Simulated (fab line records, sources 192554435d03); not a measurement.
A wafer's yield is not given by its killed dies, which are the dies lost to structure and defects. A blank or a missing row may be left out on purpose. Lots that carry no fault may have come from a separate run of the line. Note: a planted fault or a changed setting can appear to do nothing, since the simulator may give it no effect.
Matching of chambers | flow n5-finfet | N5_BEOL_M2_ETCH_70 on rie-diel-04 has 4 sister chambers
The step etches SOC in N2/H2, target depth 80 nm, overetch 24 nm, time 130 s. 4 wafers are shown with their chamber, then 8 later ones without.

## EACH WAFER AND ITS CHAMBER
wafer  | chamber | throttle-valve-pct (%)
L084.6 | 1       | 17.58
L089.2 | 2       | 18.11
L089.3 | 3       | 17.92
L089.6 | 0       | 17.87

## WAFERS WHOSE CHAMBER IS MISSING
wafer  | throttle-valve-pct (%)
L090.1 | 18.11
L090.2 | 17.94
L090.3 | 17.60
L095.2 | 17.97
L095.3 | 17.67
L097.2 | 17.89
L097.3 | 17.62
L097.6 | 17.68

## WHICH CHAMBER EACH WENT THROUGH
wafer  | from the rows above          | in truth
L090.1 | 2                            | 2
L090.2 | can't be placed: 3 or 0      | 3
L090.3 | 1                            | 1
L095.2 | can't be placed: 3 or 0 or 2 | 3
L095.3 | 1                            | 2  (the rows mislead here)
L097.2 | can't be placed: 0 or 3      | 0
L097.3 | 1                            | 1
L097.6 | can't be placed: 1 or 0      | 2
Correct placement for 3 of the 8. Not placeable from these rows: 4 (in 3, the candidates include the true chamber). Wrongly placed: 1.
How it was worked out, from the rows above alone: a wafer's distance from a chamber is the root of the sum, over the readings, of the square of ((its reading less the chamber's mean) divided by the reading's scatter). If the next closest chamber is less than 2 further off than the closest, the wafer can't be placed; otherwise it belongs to the closest. A chamber's mean is the mean of its shown wafers. The scatter: with one shown wafer a chamber, the root of the mean of the squares of how far each hidden wafer lies from its nearest shown one.
